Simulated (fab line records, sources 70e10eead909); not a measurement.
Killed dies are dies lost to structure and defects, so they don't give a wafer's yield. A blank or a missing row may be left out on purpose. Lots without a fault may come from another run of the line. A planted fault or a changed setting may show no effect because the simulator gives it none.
A struck lot beside a sound one | flow nand_harc | 15 steps out of a route of 1302
Sound: wafers L733.2, L733.3, L733.6. Struck: wafers L751.1, L751.2, L751.5. The cause comes at the end.
At each step with rows: each side's tool, then ch and its chambers, then its first start. Under that, the readings that differ: sound wafers | struck wafers | difference of the means | sigmas: that difference in standard deviations of wafers without a fault.
alike: readings whose means differ by less than 2 such deviations, and words and numbers that are the same on both sides. not compared: withheld readings, readings that some wafer has no value for, bounds like >300 that may hide the same value, and numbers for which the record gives no deviation and whose values overlap.
The two part at a step that has a row with sigmas, a row that says differs or no value, or rows on one side only. Numbers that don't overlap but have no deviation are shown without sigmas and don't part them. A reading that every wafer of one side lacks parts them only if that side has two wafers or more.

first, 8 steps without rows for these wafers: NHARC_A_BONDPAD_HMDS_02 (time 30 s); NHARC_A_BONDPAD_COAT_33 (time 65 s); NHARC_A_BONDPAD_COAT_03 (resist thk 600 nm); NHARC_A_BONDPAD_SOFTBAKE_04 (time 70 s); NHARC_A_BONDPAD_EBR_05; NHARC_A_BONDPAD_EXPOSE_06 (exposes mask A BPAD); NHARC_A_BONDPAD_PEB_07 (peb time 80 s); NHARC_A_BONDPAD_DEVELOP_08 (time 50 s).
NHARC_A_BONDPAD_CD_MEAS_09: target cd 500 nm.
  sound on cd_sem-03 ch 0, day 24 06:22; struck on cd_sem-03 ch 0, day 30 21:50
  alike: cd_nm
NHARC_A_BONDPAD_OVL_MEAS_35:
  sound on overlay-01, day 24 06:27; struck on overlay-02, day 30 21:55
  alike: overlay_x_nm, overlay_y_nm
then, 1 step without rows for these wafers: NHARC_A_BONDPAD_HARDBAKE_10 (time 65 s).
NHARC_A_BONDPAD_DESCUM_11: chemistry O2, time 3 s.
  sound on rie_diel-02 ch 0,1,3, day 24 06:34; struck on rie_diel-08 ch 1,2, day 30 22:03
  alike: drypump_motor_current_A, mfc_ar_sccm, oes_product_au, rf_vpp_V, showerhead_plenum_p_Torr, throttle_valve_pct
  not compared: rf_hours_counter_h
NHARC_A_BONDPAD_ETCH_34: etches the open film in N2/H2, target depth 60 nm, overetch 18 nm, time 65.91 s.
  sound on rie_diel-02 ch 0,3, day 24 06:40; struck on rie_diel-08 ch 2,3, day 30 22:08
  no value came back on the struck wafers for any of 8 readings (bias_w (W), chamber_pressure_mTorr (mTorr) and others); on the sound wafers bias_w (W) reads 149.5 150.3 149.8
  not compared: rf_hours_counter_h
NHARC_A_BONDPAD_ETCH_12: etches the open film in CHF3/O2, target depth 220 nm, time 110 s.
  sound on rie_diel-02 ch 1,2,3; struck on rie_diel-08 ch 0,2, day 30 22:13
  reading               | sound             | struck            | difference | sigmas
  oes_product_au (a.u.) | 0.929 0.916 0.914 | 0.960 0.988 0.988 | +0.059     | +2
  alike: bias_w, chamber_pressure_mTorr, drypump_motor_current_A, mfc_ar_sccm, rf_vpp_V, showerhead_plenum_p_Torr, throttle_valve_pct
  not compared: rf_hours_counter_h
NHARC_END_SORT_01:
  the record has rows for the struck wafers here (prober-02 ch 0, day 32 03:50) and none for the sound ones

WHERE THEY PART
First at NHARC_A_BONDPAD_ETCH_34; last, within this record, at NHARC_END_SORT_01.

WHY: what the simulator had put in
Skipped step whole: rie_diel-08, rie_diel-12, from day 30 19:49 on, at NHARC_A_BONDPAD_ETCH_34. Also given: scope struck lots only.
